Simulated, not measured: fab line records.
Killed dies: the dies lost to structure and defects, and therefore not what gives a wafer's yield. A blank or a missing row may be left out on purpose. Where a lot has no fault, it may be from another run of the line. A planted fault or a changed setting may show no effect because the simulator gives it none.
Matching of chambers + flow n5Finfet + N5_BEOL_M0_SAQP_ETCH_106 on rieDiel-04: 4 sister chambers
The step etches SOC in N2/H2, stops on SiNx, target depth 150 nm. 4 wafers are shown with their chamber, then 7 later ones without.

## WAFERS PAIRED WITH THEIR CHAMBERS
| wafer  | chamber | showerheadPlenumPTorr (Torr) |
|--------|---------|------------------------------|
| L079.5 | 0       | 2.52                         |
| L082.5 | 2       | 2.71                         |
| L084.2 | 3       | 2.38                         |
| L084.3 | 1       | 2.70                         |

## WAFERS MISSING THEIR CHAMBER
| wafer  | showerheadPlenumPTorr (Torr) |
|--------|------------------------------|
| L084.6 | 2.38                         |
| L088.1 | 2.70                         |
| L088.4 | 2.52                         |
| L088.5 | 2.70                         |
| L095.1 | 2.51                         |
| L095.3 | 2.69                         |
| L095.6 | 2.51                         |

## CHAMBER TAKEN BY EACH
| wafer  | from the rows above     | in truth |
|--------|-------------------------|----------|
| L084.6 | 3                       | 3        |
| L088.1 | can't be placed: 1 or 2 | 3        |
| L088.4 | 0                       | 0        |
| L088.5 | can't be placed: 1 or 2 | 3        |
| L095.1 | 0                       | 0        |
| L095.3 | can't be placed: 1 or 2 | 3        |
| L095.6 | 0                       | 0        |
4 of 7 placed correctly. Not placeable from these rows: 3 (in 0, the candidates include the true chamber). Wrongly placed: 0.
How it was worked out, from the rows above alone: a wafer's distance from a chamber is the root of the sum, over the readings, of the square of ((its reading less the chamber's mean) divided by the reading's scatter). The wafer belongs to the nearest chamber; if the next one is less than 2 further off, it can't be placed. For every chamber, the mean is computed from those of its wafers that are shown. The scatter: with one shown wafer a chamber, the root of the mean of the squares of how far each hidden wafer lies from its nearest shown one.
